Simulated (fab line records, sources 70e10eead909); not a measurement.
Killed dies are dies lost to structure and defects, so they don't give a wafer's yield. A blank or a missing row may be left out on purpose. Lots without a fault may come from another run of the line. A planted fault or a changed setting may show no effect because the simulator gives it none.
A struck lot beside a sound one | flow nand_harc | 17 steps out of a route of 1302
Sound: wafers L178.1, L178.3, L178.6. Struck: wafer L187.5. (L187.3, L187.4 of the same lot were not struck and are left out.) The cause comes at the end.
At each step with rows: each side's tool, then ch and its chambers, then its first start. Under that, the readings that differ: sound wafers | struck wafers | difference of the means | sigmas: that difference in standard deviations of wafers without a fault.
alike: readings whose means differ by less than 2 such deviations, and words and numbers that are the same on both sides. not compared: withheld readings, readings that some wafer has no value for, bounds like >300 that may hide the same value, and numbers for which the record gives no deviation and whose values overlap.
The two part at a step that has a row with sigmas, a row that says differs or no value, or rows on one side only. Numbers that don't overlap but have no deviation are shown without sigmas and don't part them. A reading that every wafer of one side lacks parts them only if that side has two wafers or more.

NHARC_A_M1_INSPECT_11:
  sound on defect_inspect-02, day 23 07:44; struck on defect_inspect-02, day 27 08:06
  alike: raw_defect_count
then, 1 step without rows for these wafers: NHARC_A_M1_DESCUM_14 (chemistry O2, time 3 s).
NHARC_A_M1_ETCH_35: etches the open film in N2/H2, target depth 40 nm, overetch 12 nm, time 43.94 s.
  sound on rie_diel-09 ch 0,3, day 23 07:53; struck on rie_diel-09 ch 1, day 27 08:14
  reading                     | sound             | struck | difference | sigmas
  drypump_motor_current_A (A) | 6.5 6.0 5.9       | 5.2    | -0.9       | -2
  oes_product_au (a.u.)       | 0.972 0.991 0.989 | 1.009  | +0.025     | +2
  alike: rf_vpp_V, showerhead_plenum_p_Torr, throttle_valve_pct
  not compared: rf_hours_counter_h
NHARC_A_M1_ETCH_15: etches the open film in C4F8/Ar, target depth 182.5 nm, time 91.2 s.
  sound on rie_diel-09 ch 0,2,3; struck on rie_diel-09 ch 0
  alike: oes_product_au, rf_vpp_V
  not compared: rf_hours_counter_h
NHARC_A_M1_CD_MEAS_16:
  sound on cd_sem-03, day 23 08:07; struck on cd_sem-01, day 27 08:28
  alike: cd_nm
then, 3 steps without rows for these wafers: NHARC_A_M1_STRIP_18 (strips in N2/H2); NHARC_A_M1_ETCH_28 (etches the open film in CF4/N2, target depth 30 nm, time 72.99 s); NHARC_A_M1_STRIP_19 (strips in post etch residue remover, time 600 s).
NHARC_A_M1_DEGAS_29: time 60 s.
  sound on pvd_sputter-03, day 23 08:50; struck on pvd_sputter-03, day 27 09:14
  alike: heater_power_w
NHARC_A_M1_PRE_CLEAN_30: time 30 s.
  sound on pvd_sputter-03; struck on pvd_sputter-03
  alike: heater_power_w
then, 1 step without rows for these wafers: NHARC_A_M1_PVD_20 (deposits TaN, target thk 5 nm, time 8.06 s).
NHARC_A_M1_PVD_21: deposits Cu, target thk 30 nm, time 20.49 s.
  sound on pvd_sputter-03; struck on pvd_sputter-03
  alike: throttle_valve_pct
NHARC_A_M1_ECD_22: material Cu, target thk 400 nm.
  sound on ecd_cu-01 ch 0,1, day 23 09:11; struck on ecd_cu-02 ch 0,1, day 27 09:41
then, 1 step without rows for these wafers: NHARC_A_M1_ANNEAL_31 (time 90 s).
NHARC_A_M1_CMP_23: polishes, t overpolish 20 s, target thk 154.34 nm.
  sound on cmp-01 ch 2,3, day 23 09:56; struck on cmp-04 ch 3, day 27 10:19
  reading                | sound          | struck | difference | sigmas
  time_to_endpoint_s (s) | 29.6 27.0 31.3 | 19.1   | -10.2      | -5
  alike: motor_current_A
NHARC_A_M1_THK_MEAS_24: measures by xrf.
  sound on film_metro-01, day 23 10:13; struck on film_metro-02, day 27 10:37
  alike: thk_nm
NHARC_END_SORT_01:
  the record has rows for the sound wafers here (prober-02 ch 0, day 25 03:18) and none for the struck ones

WHERE THEY PART
First at NHARC_A_M1_ETCH_35; last, within this record, at NHARC_END_SORT_01.

WHY: what the simulator had put in
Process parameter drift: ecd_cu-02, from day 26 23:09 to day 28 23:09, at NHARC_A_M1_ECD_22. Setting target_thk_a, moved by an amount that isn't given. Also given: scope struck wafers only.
